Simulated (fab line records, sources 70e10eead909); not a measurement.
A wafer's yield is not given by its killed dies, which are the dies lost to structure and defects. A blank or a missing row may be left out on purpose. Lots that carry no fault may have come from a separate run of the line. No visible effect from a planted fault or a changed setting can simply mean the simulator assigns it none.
Comparing a struck lot with a sound one	flow nand_harc	12 steps out of a route of 1302
Sound: the wafers L579.1, L579.2, L579.6. Struck: wafer L595.6. (L595.4 of the same lot was not struck and is left out.) The cause comes at the end.
Order at every step that has rows: each side's tool, ch and its chambers, its first start. Under that, the readings that differ: sound wafers	struck wafers	difference of the means	sigmas: that difference in standard deviations of wafers without a fault.
alike: same words and numbers on both sides, and readings whose means sit less than 2 such deviations apart. not compared: any withheld reading, any reading some wafer has no value for, any bound like >300 that may hide the same value, and any number with overlapping values for which the record gives no deviation.
The two part at a step that has a row with sigmas, a row that says differs or no value, or rows on one side only. When numbers do not overlap yet have no deviation, they are printed without sigmas and do not part them. A reading missing from all wafers of one side parts the sides only when that side holds two or more wafers.

first, 1 step without rows for these wafers: NHARC_A_SLIT_SRD_20.
NHARC_A_SLIT_CD_MEAS_21:
  sound: cd_sem-01 at day 23 04:08; struck: cd_sem-02 at day 29 07:06
  alike: cd_nm
then, 3 steps without rows for these wafers: NHARC_A_SIN_REMOVE_WET_00 (chemistry H3PO4, time 15300 s); NHARC_A_SIN_REMOVE_PRECLEAN_01 (cleans in SC1); NHARC_A_SIN_REMOVE_SRD_02.
NHARC_A_SIN_REMOVE_INSPECT_04:
  sound: defect_inspect-01 at day 23 10:49; struck: defect_inspect-02 at day 29 13:53
  alike: raw_defect_count
NHARC_A_WL_FILL_ALD_00: deposits Al2O3, target thk 3 nm, pulse time 3 s, ald cycles 30.
  sound on ald_hk-01 ch 0,2,3, day 23 12:36; struck on ald_hk-01 ch 1, day 29 13:58
  alike: heater_power_outer_w, heater_power_w, precursor_pulse_height_rel
NHARC_A_WL_FILL_RTA_01: time 5 s.
  sound on rtp_anneal-02 ch 0, day 23 12:50; struck on rtp_anneal-02 ch 0, day 29 14:17
  alike: lamp_power_pct, lamp_zone_2_pct, wafer_temp_C_max
NHARC_A_WL_FILL_ALD_02: deposits TiN, target thk 2 nm, pulse time 3 s, ald cycles 100.
  sound on ald_metal-02 ch 0,2,3, day 23 13:03; struck on ald_metal-01 ch 3, day 29 14:30
  alike: heater_power_outer_w, heater_power_w, precursor_pulse_height_rel
NHARC_A_WL_FILL_CVD_03: deposits W, target thk 40 nm, time 279 s.
  sound on cvd_w-02 ch 0,1, day 23 13:29; struck on cvd_w-01 ch 0, day 29 15:01
reading	sound	struck	difference	sigmas
heater_power_outer_w (W)	235 227 230	277	+46	+2
  alike: chamber_pressure_Torr, heater_power_w, throttle_valve_pct
NHARC_A_WL_FILL_ETCHBACK_04: etches the open film in NF3, target depth 60 nm, time 120 s.
  sound on rie_metal-01 ch 0,1, day 23 13:52; struck on rie_metal-01 ch 1, day 29 15:20
reading	sound	struck	difference	sigmas
oes_product_au (a.u.)	0.994 0.995 0.994	0.919	-0.075	-10
  alike: drypump_motor_current_A
  not compared: rf_hours_counter_h
NHARC_A_WL_FILL_ETCHBACK_05: etches the open film in Cl2/BCl3, target depth 22 nm, time 60 s.
  sound on rie_metal-01 ch 0,1, day 23 14:06; struck on rie_metal-01 ch 1, day 29 15:31
  alike: drypump_motor_current_A, oes_product_au
  not compared: rf_hours_counter_h

== WHERE THEY PART ==
Last at NHARC_A_WL_FILL_ETCHBACK_04 as far as this record goes, first at NHARC_A_WL_FILL_CVD_03. Later steps at which nothing parts them and some readings are alike: NHARC_A_WL_FILL_ETCHBACK_05.

WHY: the cause the simulator had injected
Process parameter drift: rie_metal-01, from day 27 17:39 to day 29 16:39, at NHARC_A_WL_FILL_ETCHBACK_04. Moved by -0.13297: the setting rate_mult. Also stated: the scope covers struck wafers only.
